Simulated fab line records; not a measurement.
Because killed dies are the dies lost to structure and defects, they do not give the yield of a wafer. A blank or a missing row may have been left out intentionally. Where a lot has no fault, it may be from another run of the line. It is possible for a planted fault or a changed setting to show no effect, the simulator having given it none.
Matching of chambers    flow n5Finfet    N5_BEOL_M7_ILD_DEP_00 on pecvd-01 has 3 sister chambers
The step deposits SiCOH lowk from DEMS/porogen, target thk 179.75 nm, time 33.4 s. 14 wafers are shown with their chamber, then 7 later ones without.

EACH WAFER AND ITS CHAMBER
wafer   chamber  throttleValvePct (%)  heaterPowerW (W)  susceptorTempC (C)
L076.3  2        13.5                  375               299.81
L076.4  1        13.9                  255               299.99
L076.5  0        12.8                  308               299.81
L080.1  1        13.9                  277               300.25
L080.4  0        12.7                  336               300.20
L080.5  2        13.6                  407               299.70
L085.3  0        12.4                  289               299.97
L085.4  0        12.6                  295               300.09
L085.6  1        14.2                  253               300.07
L086.1  0        12.8                  294               300.13
L086.4  1        13.9                  288               300.24
L086.5  2        13.6                  401               299.80
L088.3  0        12.5                  293               299.89
L088.4  0        12.6                  303               300.19

SIGNATURES (averages over the wafers above)
reading           chamber 0  chamber 1  chamber 2  scatter within a chamber
throttleValvePct  12.629     13.975     13.567     0.138
heaterPowerW      302.57     268.25     394.33     16.5
susceptorTempC    300.0400   300.1375   299.7700   0.133
Rule: for each reading, subtract the chamber's mean from the wafer's reading, divide by that reading's scatter and square the result; add these up over the readings and take the root, which gives the wafer's distance from the chamber. The wafer belongs to the nearest chamber; if the next one is less than 2 further off, it can't be placed. How the scatter is found: for the shown wafers, subtract from each reading the mean of its chamber, square and add these, divide the total by (wafers less chambers), then take the root.

WAFERS MISSING THEIR CHAMBER
wafer   throttleValvePct (%)  heaterPowerW (W)  susceptorTempC (C)
L088.6  13.7                  277               300.10
L090.2  13.8                  341               299.81
L090.4  13.8                  247               299.98
L090.6  12.5                  320               299.85
L094.1  12.7                  300               300.35
L094.2  13.8                  357               299.76
L094.6  14.0                  257               300.22

THE CHAMBER EACH PASSED THROUGH
wafer   from the rows above      in truth
L088.6  1                        1
L090.2  can't be placed: 2 or 1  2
L090.4  1                        1
L090.6  0                        0
L094.1  0                        0
L094.2  2                        2
L094.6  1                        1
Correctly placed: 6 of 7. Unplaceable from these rows: 1, with the true chamber sitting among the candidates in 1. Number placed wrongly: 0.
